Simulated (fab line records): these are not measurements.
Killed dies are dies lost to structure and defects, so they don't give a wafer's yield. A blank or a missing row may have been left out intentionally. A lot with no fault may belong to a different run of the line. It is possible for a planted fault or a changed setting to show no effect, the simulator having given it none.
Comparing a struck lot with a sound one :: flow nand-harc :: 24 steps out of a route of 1302
Sound: the wafers L537.1, L537.3, L537.6. The struck wafers were L544.2, L544.3, L544.6. The cause is given at the end.
For every step that has rows: the tool of each side, followed by ch and its chambers, followed by its first start. Under that, the readings that differ: sound wafers :: struck wafers :: difference of the means :: sigmas: that difference in standard deviations of wafers without a fault.
alike: words and numbers the same on both sides, and readings whose means are apart by under 2 such deviations; not compared: readings that were withheld, readings missing a value for some wafer, numbers with overlapping values and no deviation given by the record, and bounds like >300 which may hide the same value.
The two part at a step that has a row with sigmas, a row that says differs or no value, or rows on one side only. When numbers do not overlap yet have no deviation, they are printed without sigmas and do not part them. A reading that every wafer of one side lacks parts them only if that side has two wafers or more.

NHARC_P_CONTACT_DEP_30: deposits SiNx, target thk 30 nm.
  sound on pecvd-04 ch 1,2, day 7 18:08; struck on pecvd-01 ch 0,2, day 10 15:56
  alike: heater-power-outer-w, heater-power-w
NHARC_P_CONTACT_DEP_00: deposits SiO2, target thk 500 nm.
  sound: pecvd-04 ch 1,2; struck: pecvd-01 ch 0,2
  alike: heater-power-outer-w, heater-power-w, throttle-valve-pct
NHARC_P_CONTACT_CMP_01: polishes SiO2, target thk 200 nm.
  sound on cmp-02 ch 0,1,3, day 7 18:53; struck on cmp-03 ch 1,3, day 10 16:39
  alike: edge-zone-pressure-frac, motor-current-A
then, 8 steps without rows for these wafers: NHARC_P_CONTACT_SRD_03; NHARC_P_CONTACT_DEHYDRATE_04 (time 120 s); NHARC_P_CONTACT_HMDS_05 (time 30 s); NHARC_P_CONTACT_COAT_33 (time 75 s); NHARC_P_CONTACT_COAT_34 (time 65 s); NHARC_P_CONTACT_COAT_06 (resist thk 90 nm); NHARC_P_CONTACT_SOFTBAKE_07 (time 55 s); NHARC_P_CONTACT_EBR_08.
NHARC_P_CONTACT_EXPOSE_09: exposes mask P CA, target cd 90 nm.
  sound on arfi-scanner-01 ch 0, day 7 19:32; struck on arfi-scanner-01 ch 0, day 10 17:20
reading: mask
sound: P_CA#0 P_CA#0 P_CA#0
struck: P_CA_R1#0 P_CA_R1#0 P_CA_R1#0
difference: differs
sigmas: 
then, 2 steps without rows for these wafers: NHARC_P_CONTACT_PEB_10 (peb time 65 s); NHARC_P_CONTACT_DEVELOP_11 (develop time 35 s).
NHARC_P_CONTACT_CD_MEAS_12: target cd 90 nm.
  sound on cd-sem-01 ch 0, day 7 19:41; struck on cd-sem-02 ch 0, day 10 17:29
reading: cd-nm (nm)
sound: 89.8 89.9 89.7
struck: 68.4 68.6 68.3
difference: -21.4
sigmas: -49
NHARC_P_CONTACT_OVL_MEAS_13:
  sound on overlay-01, day 7 19:46; struck on overlay-01, day 10 17:34
  alike: overlay-x-nm, overlay-y-nm
NHARC_P_CONTACT_INSPECT_14:
  sound on defect-inspect-01, day 7 19:49; struck on defect-inspect-01, day 10 17:36
  alike: raw-defect-count
NHARC_P_CONTACT_DESCUM_17: chemistry O2, time 3 s.
  sound on rie-diel-06 ch 0,1,3, day 7 19:53; struck on rie-diel-04 ch 0,2, day 10 17:40
reading: model.P_CONTACT.cd-nm (nm)
sound: 90.62 89.6 89.87
struck: 68.8 67.9 68.23
difference: -21.7
sigmas: 
  alike: drypump-motor-current-A, oes-product-au, rf-vpp-V, showerhead-plenum-p-Torr, throttle-valve-pct
  not compared: rf-hours-counter-h
NHARC_P_CONTACT_ETCH_35: etches the open film in CF4, target depth 39 nm, time 65 s.
  sound on rie-diel-06 ch 0,2, day 7 19:57; struck on rie-diel-04 ch 0,1,3, day 10 17:46
reading: oes-product-au (a.u.)
sound: 0.990 0.988 0.985
struck: 1.011 1.007 0.996
difference: +0.017
sigmas: +2
  alike: drypump-motor-current-A, rf-vpp-V, showerhead-plenum-p-Torr, throttle-valve-pct
  not compared: rf-hours-counter-h
NHARC_P_CONTACT_ETCH_36: etches the open film in N2/H2, target depth 260 nm, time 406.25 s.
  sound: rie-diel-06 ch 0,3; struck: rie-diel-04 ch 0,1
  alike: drypump-motor-current-A, h2-flow-sccm, oes-product-au, rf-vpp-V, showerhead-plenum-p-Torr, throttle-valve-pct
  not compared: rf-hours-counter-h
then, 2 steps without rows for these wafers: NHARC_P_CONTACT_ETCH_18 (etches the open film in C4F8/O2/Ar, target depth 481 nm, time 240.5 s); NHARC_P_CONTACT_STRIP_37 (strips in C4F8/O2/Ar).
NHARC_P_CONTACT_ETCH_31: etches the open film in CH3F/O2, target depth 30 nm, time 85.7 s.
  sound: rie-diel-06 ch 0,2,3; struck: rie-diel-04 ch 0,1,2
reading: model.P_CONTACT.cd-nm (nm)
sound: 88.52 88.48 90.38
struck: 67.54 67.58 68.28
difference: -21.33
sigmas: 
  alike: drypump-motor-current-A, oes-product-au, rf-vpp-V, showerhead-plenum-p-Torr, throttle-valve-pct
  not compared: rf-hours-counter-h
NHARC_P_CONTACT_CD_MEAS_19:
  sound on cd-sem-02, day 7 20:44; struck on cd-sem-01, day 10 18:32
reading: cd-nm (nm)
sound: 88.5 88.3 90.2
struck: 67.5 67.4 68.5
difference: -21.2
sigmas: -19

== WHERE THEY PART ==
At NHARC_P_CONTACT_EXPOSE_09 first; at NHARC_P_CONTACT_CD_MEAS_19 last (within this record only).

WHY: whatever the simulator had introduced
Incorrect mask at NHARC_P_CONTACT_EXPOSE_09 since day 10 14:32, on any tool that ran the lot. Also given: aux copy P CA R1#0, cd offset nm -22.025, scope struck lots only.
